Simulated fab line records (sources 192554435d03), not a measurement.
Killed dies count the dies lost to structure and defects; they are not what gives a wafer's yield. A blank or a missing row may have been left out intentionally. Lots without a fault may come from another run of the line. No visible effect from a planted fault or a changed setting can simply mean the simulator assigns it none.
fab line records	flow n5_finfet
record: lots: 7	wafers: 21	last_day: 19
route steps=1938 shown BEOL_M3@953
lots that met no fault: from a run of the same line without faults
start_h: hours from the record's opening day to when the first of the lot's shown wafers began	wait_h: hours elapsed since this lot's preceding step	" unchanged from the row above	L1.1+2: a single row standing in for several wafers	- value missing, or start not given	* or withheld: withheld	< > ~ a bound
route shown NAME@n: names a module that has steps shown in the file, with the first one's number in the route	usual: mean/standard deviation of fault-free wafers	same: alike in all rows	chamber/n: place in a boat	sites: per-site readings	_std_site: standard deviation across them	_edge_site: mean of outer sites minus mean of inner sites	radius_mm: how far each site lies from the wafer's centre	mask NAME#n: copy n	behind: the last tool/chamber to shape the wafer	hold: cause of the lot's hold/its duration in hours/its outcome	device: which transistor (n, p or np) failed to switch	end of line: tests run on the same wafers once the route is complete	step lacking rows: just its recipe	killed: dies that structure and defects cost at the first sort, which is not the same as the wafer's yield	map: dies across one wafer; x = killed, . = not, _ = none there
set.NAME: the setting that was run; set.NAME@STEP: the one run at that earlier step	model.NAME: the simulator's own value behind a step, which no gauge read
lots seen at some steps along the route; tables by step, rows by wafer
services: the hour from which a tool's chamber was out of use, counted from the record's first day as start_h (under 0 if before that day), plus the number of hours and why
== steps ==
step: N5_BEOL_M3_STRIP_66
recipe: chemistry: CF4	resist: SiARC	power_w: 300	bias_power_w: 75	pressure_mtorr: 50	cf4_flow_sccm: 150	rf_frequency_hz: 6e+07
usual: chamber_pressure_mTorr: 50.00/0.049	drypump_motor_current_A: 5.52/0.3	oes_product_au: 0.75/0.058	rf_vpp_V: 271.0/1.5	showerhead_plenum_p_Torr: 1.78/0.058	throttle_valve_pct: 13.59/0.27
lot.wafer	tool	chamber	start_h	wait_h	chamber_pressure_mTorr	drypump_motor_current_A	oes_product_au	rf_hours_counter_h	rf_vpp_V	showerhead_plenum_p_Torr	throttle_valve_pct
L879.2	rie_diel-01	1	157.62	0.0	49.96	5.58	0.72	203	272.2	1.85	13.71
L879.3	"	3	"	"	49.93	5.67	0.76	122	269.3	1.74	13.30
L879.4	"	2	"	"	50.08	5.71	0.71	204	271.9	1.78	13.76
L886.2	rie_diel-01	3	216.44	0.0	49.97	5.66	0.75	139	270.1	1.73	13.33
L886.4	"	3	"	"	50.07	5.67	0.75	-	268.8	1.73	13.35
L886.6	"	2	"	"	50.05	5.68	0.70	-	270.9	1.77	13.81
L887.3	rie_diel-01	2	219.27	0.0	50.07	5.68	0.70	224	270.6	1.77	13.81
L887.4	"	3	"	"	50.01	5.68	0.74	-	270.7	1.73	13.34
L887.6	"	1	"	"	49.95	5.56	0.70	-	271.4	1.84	13.73
L889.2	rie_diel-03	0	219.28	0.0	50.03	5.58	0.71	210	272.0	1.78	13.55
L889.3	"	1	"	"	50.00	5.22	0.76	144	268.6	1.66	13.35
L889.6	"	3	"	"	49.99	5.68	0.69	-	271.0	1.77	13.93
L891.3	rie_diel-06	2	239.76	0.0	49.94	5.94	0.76	120	271.7	1.87	13.34
L891.4	"	1	"	"	49.98	5.94	0.85	48	273.0	1.82	13.24
L891.6	"	2	"	"	49.98	5.95	0.77	-	272.3	1.87	13.35
L893.2	rie_diel-01	2	242.21	0.0	50.00	5.67	0.70	232	270.6	1.77	13.84
L893.3	"	0	"	"	49.96	5.07	0.79	88	270.7	1.81	13.72
L893.6	"	3	"	"	49.97	5.68	0.74	-	271.2	1.73	13.35
L900.1	rie_diel-03	2	301.84	0.0	50.08	5.32	0.71	204	269.3	1.78	14.11
L900.3	"	0	"	"	50.00	5.55	0.70	239	270.3	1.77	13.63
L900.5	"	2	"	"	49.92	5.32	0.71	-	271.8	1.78	14.10
step: N5_BEOL_M3_HM_OPEN_17
recipe: chemistry: Cl2/BCl3	target_depth_a: 200	overetch_a: 60	target: TiN	mask_material: SOC	ion_energy_ev: 150	pressure_mtorr: 10	icp_w: 1000	bias_w: 126	Cl2_flow_sccm: 53.25	bcl3_flow_sccm: 21.75	Ar_flow_sccm: 25
usual: chamber_pressure_mTorr: 10.000/0.0089	drypump_motor_current_A: 5.6/0.4	oes_product_au: 0.63/0.071	throttle_valve_pct: 22.29/0.26
lot.wafer	tool	chamber	start_h	wait_h	chamber_pressure_mTorr	drypump_motor_current_A	oes_product_au	rf_hours_counter_h	throttle_valve_pct
L879.2	rie_metal-01	1	157.66	0.0	9.986	5.5	0.56	100	22.65
L879.3	"	1	"	"	9.997	5.5	0.56	-	22.67
L879.4	"	0	"	"	10.006	5.9	0.60	-	22.11
L886.2	rie_metal-03	1	216.48	0.0	10.016	5.3	0.75	11	22.03
L886.4	"	0	"	"	10.000	6.2	0.69	-	22.13
L886.6	"	0	"	"	10.013	6.2	0.69	-	22.13
L889.2	rie_metal-03	0	219.32	0.0	9.994	6.3	0.69	28	22.12
L889.3	"	0	"	"	9.992	6.3	0.69	-	22.14
L889.6	"	0	"	"	10.008	6.3	0.69	-	22.13
L887.3	rie_metal-02	0	219.34	0.1	9.983	5.4	0.59	-	22.06
L887.4	"	1	"	"	9.996	5.1	0.64	-	22.59
L887.6	"	1	"	"	10.010	5.1	0.64	-	22.58
L891.3	rie_metal-01	0	239.83	0.1	9.989	6.0	0.59	-	22.14
L891.4	"	1	"	"	10.002	5.5	0.54	-	22.69
L891.6	"	1	"	"	9.992	5.5	0.54	-	22.69
L893.2	rie_metal-03	0	242.26	0.0	9.993	6.2	0.69	29	22.15
L893.3	"	0	"	"	10.003	6.3	0.68	-	22.14
L893.6	"	1	"	"	10.001	5.3	0.74	-	22.05
L900.1	rie_metal-01	1	301.88	0.0	9.995	5.5	0.53	112	22.71
L900.3	"	0	"	"	10.000	6.0	0.57	-	22.17
L900.5	"	1	"	"	9.998	5.5	0.53	-	22.70
step: N5_BEOL_M3_STRIP_19
recipe: chemistry: O2	power_w: 400	temp_c: 40	pressure_mtorr: 30	rf_frequency_hz: 6e+07	bias_power_w: 0	overash_fraction: 0.2	o2_flow_sccm: 225
usual: chamber_pressure_mTorr: 30.00/0.03	drypump_motor_current_A: 5.5/0.32	oes_product_au: 0.78/0.073	rf_vpp_V: 3.6/0.51	showerhead_plenum_p_Torr: 2.09/0.073	temp_c: 40.00/0.12	throttle_valve_pct: 16.61/0.25
lot.wafer	tool	chamber	start_h	wait_h	chamber_pressure_mTorr	drypump_motor_current_A	oes_product_au	rf_hours_counter_h	rf_vpp_V	showerhead_plenum_p_Torr	temp_c	throttle_valve_pct
L879.2	rie_diel-01	3	157.77	0.1	30.05	5.7	0.77	122	3.6	2.02	39.99	16.33
L879.3	"	1	"	"	29.99	5.6	0.72	203	3.9	2.17	39.83	16.76
L879.4	"	2	"	"	30.05	5.7	0.73	204	4.2	2.08	40.05	16.86
L886.2	rie_diel-03	3	216.63	0.1	30.02	5.7	0.69	234	3.6	2.07	39.95	17.00
L886.4	"	0	"	"	30.02	5.6	0.72	209	3.8	2.08	40.17	16.59
L886.6	"	2	"	"	29.97	5.3	0.73	-	3.8	2.09	39.99	17.15
L887.3	rie_diel-06	3	219.45	0.1	29.99	5.1	0.72	224	3.2	1.98	39.92	16.73
L887.4	"	1	"	"	30.00	6.0	0.90	-	3.3	2.13	39.98	16.36
L887.6	"	3	"	"	30.00	5.1	0.71	-	4.8	1.98	39.82	16.75
L889.2	rie_diel-06	3	219.49	0.1	29.96	5.1	0.71	224	3.8	1.98	39.98	16.73
L889.3	"	0	"	"	30.04	5.5	0.86	64	4.1	2.13	40.07	16.38
L889.6	"	3	"	"	30.01	5.1	0.71	-	3.2	1.98	39.95	16.72
L891.3	rie_diel-06	1	239.91	0.1	29.97	6.0	0.88	48	3.3	2.13	39.79	16.38
L891.4	"	3	"	"	29.95	5.1	0.71	231	3.7	1.98	40.08	16.75
L891.6	"	3	"	"	29.98	5.1	0.71	-	2.4	1.98	40.06	16.74
L893.2	rie_diel-06	0	242.39	0.1	29.93	5.5	0.86	72	3.4	2.13	39.90	16.42
L893.3	"	2	"	"	30.07	6.0	0.78	121	3.6	2.20	39.80	16.41
L893.6	"	1	"	"	29.98	6.0	0.88	-	3.7	2.13	40.03	16.39
L900.1	rie_diel-03	3	301.99	0.1	29.98	5.7	0.96	4	3.5	2.07	39.89	16.56
L900.3	"	0	"	"	30.00	5.6	0.69	239	4.5	2.06	40.11	16.66
L900.5	"	2	"	"	30.02	5.2	0.71	-	4.2	2.08	40.23	17.21
step: N5_BEOL_M3_CD_MEAS_18
recipe: pitch_nm: 36	target_cd_nm: 18
usual: cd_nm: 18.05/0.27
lot.wafer	tool	chamber	start_h	wait_h	cd_nm
L879.2	cd_sem-03	-	157.85	0.1	18.05
L879.3	"	-	"	"	18.29
L879.4	"	-	"	"	18.35
L886.2	cd_sem-02	-	216.71	0.1	18.10
L886.4	"	-	"	"	18.61
L886.6	"	-	"	"	18.08
L887.3	cd_sem-03	-	219.52	0.1	18.32
L887.4	"	-	"	"	18.17
L887.6	"	-	"	"	18.06
L889.2	cd_sem-02	-	219.56	0.1	18.10
L889.3	"	-	"	"	18.24
L889.6	"	-	"	"	18.32
L891.3	cd_sem-01	-	239.99	0.1	17.85
L891.4	"	-	"	"	17.65
L891.6	"	-	"	"	17.99
L893.2	cd_sem-02	-	242.46	0.1	17.79
L893.3	"	-	"	"	17.94
L893.6	"	-	"	"	18.23
L900.1	cd_sem-02	-	302.06	0.0	18.20
L900.3	"	-	"	"	18.59
L900.5	"	-	"	"	18.41
step: N5_BEOL_M3_COAT_67
recipe: resist: SOC	temp_c: 250	time_s: 60	spin_rpm: 1500	resist_thk_nm: 60
step: N5_BEOL_M3_COAT_68
recipe: resist: SiARC	temp_c: 220	time_s: 60	spin_rpm: 1500	resist_thk_nm: 12
step: N5_BEOL_M3_COAT_76
recipe: resist: underlayer	temp_c: 205	time_s: 60	spin_rpm: 1500	resist_thk_nm: 5
step: N5_BEOL_M3_COAT_22
recipe: resist: CAR-EUV	spin_rpm: 1500	resist_thk_nm: 30
step: N5_BEOL_M3_EBR_24
recipe: solvent: PGMEA	ebr_width_mm: 1.5
step: N5_BEOL_M3_SOFTBAKE_23
recipe: temp_c: 110	time_s: 60	resist: CAR-EUV
step: N5_BEOL_M3_EXPOSE_25
recipe: mask_id: V2	na: 0.33	source_shape: quasar	sigma_inner: 0.2	sigma_outer: 0.8	polarization: unpolarized	defocus_nm: 5	dose_mj: 63
step: N5_BEOL_M3_PEB_26
recipe: peb_temp_c: 100	peb_time_s: 60	resist: CAR-EUV
step: N5_BEOL_M3_DEVELOP_27
recipe: develop_time_s: 30	developer: TMAH	resist: CAR-EUV	rinse_liquid: surfactant_rinse	dry: air_spin	dev_temp_c: 23
usual: chill_plate_temp_C: 23.00/0.13	develop_time_s: 30/0
lot.wafer	tool	chamber	start_h	wait_h	chill_plate_temp_C	develop_time_s	model.CAR-EUV_of_BEOL_M3_COAT_22.thk_nm
L879.2	litho_track-02	0	158.11	-	22.96	30	29.6
L879.3	"	0	"	"	23.14	30	29.6
L879.4	"	0	"	"	22.84	30	29.4
L886.2	litho_track-05	-	217.14	-	-	-	30
L886.4	"	-	"	"	-	-	30
L886.6	"	-	"	"	-	-	30.2
L887.3	litho_track-02	-	219.90	-	-	-	30
L887.4	"	-	"	"	-	-	30
L887.6	"	-	"	"	-	-	30
L889.2	litho_track-04	-	219.96	-	-	-	30
L889.3	"	-	"	"	-	-	29.8
L889.6	"	-	"	"	-	-	29.8
L891.3	litho_track-05	0	240.38	-	22.97	30	29.6
L891.4	"	0	"	"	23.03	30	29.8
L891.6	"	0	"	"	23.06	30	29.6
L893.2	litho_track-05	0	242.72	-	22.90	30	29.4
L893.3	"	0	"	"	22.97	30	29.4
L893.6	"	0	"	"	22.99	30	29.4
L900.1	litho_track-05	0	302.44	-	22.96	30	29.4
L900.3	"	0	"	"	23.02	30	29.6
L900.5	"	0	"	"	23.15	30	29.6
step: N5_BEOL_M3_CD_MEAS_28
recipe: target_cd_nm: 25.7	landing_energy_ev: 500	detector: se_inlens	target_cd_y_nm: 23.3	polarity: opening
usual: cd_nm: 25.74/0.24
lot.wafer	tool	chamber	start_h	wait_h	cd_nm
L879.2	cd_sem-03	0	158.16	-	25.79
L879.3	"	0	"	"	25.34
L879.4	"	0	"	"	25.78
L886.2	cd_sem-02	0	217.20	-	-
L886.4	"	0	"	"	-
L886.6	"	0	"	"	-
L887.3	cd_sem-02	0	219.96	-	-
L887.4	"	0	"	"	-
L887.6	"	0	"	"	-
L889.2	cd_sem-03	0	220.02	-	-
L889.3	"	0	"	"	-
L889.6	"	0	"	"	-
L891.3	cd_sem-02	0	240.44	-	25.92
L891.4	"	0	"	"	25.84
L891.6	"	0	"	"	25.54
L893.2	cd_sem-03	0	242.78	-	25.63
L893.3	"	0	"	"	25.78
L893.6	"	0	"	"	25.54
L900.1	cd_sem-01	0	302.50	-	25.95
L900.3	"	0	"	"	26.06
L900.5	"	0	"	"	26.16
== services ==
tool	chamber	start_h	hours	kind
rie_diel-01	0	135.30	1.6	repair
rie_metal-03	0	144.49	3.8	repair
rie_diel-06	2	146.56	6.0	repair
rie_diel-03	2	152.31	9.3	repair
litho_track-02	-	164.78	-	consumable_replace:filter
rie_diel-03	1	174.66	6.3	repair
litho_track-02	-	183.85	-	consumable_replace:filter
rie_metal-03	-	195.67	0.3	repair
rie_metal-02	0	208.70	9.6	repair
rie_diel-01	0	210.39	10.2	repair
rie_metal-02	-	234.38	1.4	pm
rie_diel-03	2	241.27	5.7	repair
rie_metal-02	-	244.44	0.4	repair
rie_diel-03	3	244.60	9.1	repair
rie_diel-06	2	269.26	3.9	repair
rie_diel-03	3	274.20	-	clean
rie_diel-03	3	274.20	-	consumable_replace:focus_ring
rie_diel-03	3	274.20	15.2	scheduled_down
rie_diel-03	3	274.20	15.2	vent_cycle
rie_diel-01	0	275.92	17.7	repair
== key ==
first_sign: step: N5_BEOL_M3_DEVELOP_27	reading: tool_record	direction: missing
effect none on later readings
model_effect: step: N5_BEOL_M3_DEVELOP_27	value: CAR-EUV_of_BEOL_M3_COAT_22.thk_nm	without: 29.53	struck: 29.98
met_at N5_BEOL_M3_DEVELOP_27
struck_wafers L886.2,L886.4,L886.6,L887.3,L887.4,L887.6,L889.2,L889.3,L889.6
later_rows_left_out L886.2,L886.4,L886.6,L887.3,L887.4,L887.6,L889.2,L889.3,L889.6
sort_left_out L886.2,L886.4,L886.6,L887.3,L887.4,L887.6,L889.2,L889.3,L889.6
onset_between 158.11 217.14
fault: kind: skipped_step_whole	tool: litho_track-02,litho_track-04,litho_track-05	chamber: -	onset_h: 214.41	steps: N5_BEOL_M3_DEVELOP_27	scope: struck_lots_only
sort_left_out: the simulated sort isn't trusted on such a fault, so these wafers' sort isn't shown, and their yield isn't known
later_rows_left_out: the simulator's readings of these wafers behind a module that went badly wrong aren't trusted and aren't shown, but for the sort
